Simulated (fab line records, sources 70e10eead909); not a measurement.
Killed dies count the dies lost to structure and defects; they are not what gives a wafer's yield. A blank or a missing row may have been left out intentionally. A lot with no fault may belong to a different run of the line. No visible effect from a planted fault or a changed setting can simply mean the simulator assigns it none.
Matching of chambers | flow nand_harc | cmp-04 running NHARC_P_CONTACT_CMP_24: 4 sister chambers
The step polishes, t overpolish 30 s, target thk 200 nm. 8 wafers are shown with their chamber, then 6 later ones without.

## WAFERS WITH THEIR CHAMBER
wafer  | chamber | motor_current_A (A) | time_to_endpoint_s (s)
L076.1 | 1       | 9.8                 | 46
L076.2 | 2       | 11.2                | 36
L085.3 | 3       | 13.3                | 46
L086.1 | 1       | 10.0                | 46
L086.2 | 0       | 11.6                | 42
L086.3 | 2       | 11.2                | 40
L088.3 | 3       | 12.4                | 41
L091.1 | 0       | 11.0                | 38

## WAFERS MISSING THEIR CHAMBER
wafer  | motor_current_A (A) | time_to_endpoint_s (s)
L091.3 | 9.7                 | 43
L091.4 | 12.8                | 44
L094.2 | 12.0                | 38
L094.3 | 10.6                | 37
L094.4 | 9.7                 | 42
L096.1 | 12.0                | 38

## THE CHAMBER EACH PASSED THROUGH
wafer  | from the rows above          | in truth
L091.3 | 1                            | 1
L091.4 | 3                            | 3
L094.2 | can't be placed: 0 or 2 or 3 | 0
L094.3 | can't be placed: 2 or 0      | 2
L094.4 | 1                            | 1
L096.1 | can't be placed: 0 or 2 or 3 | 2
Placed correctly: 3 of 6. Can't be placed from these rows: 3 (the true chamber is among the candidates in 3). 0 placed wrongly.
How it was worked out, from the rows above alone: a wafer's distance from a chamber is the root of the sum, over the readings, of the square of ((its reading less the chamber's mean) divided by the reading's scatter). The wafer belongs to the nearest chamber; if the next one is less than 2 further off, it can't be placed. The mean given for a chamber averages the wafers shown for that chamber. The scatter: the root of (the sum of the squares of (reading less its chamber's mean) over the shown wafers, divided by (wafers less chambers)).
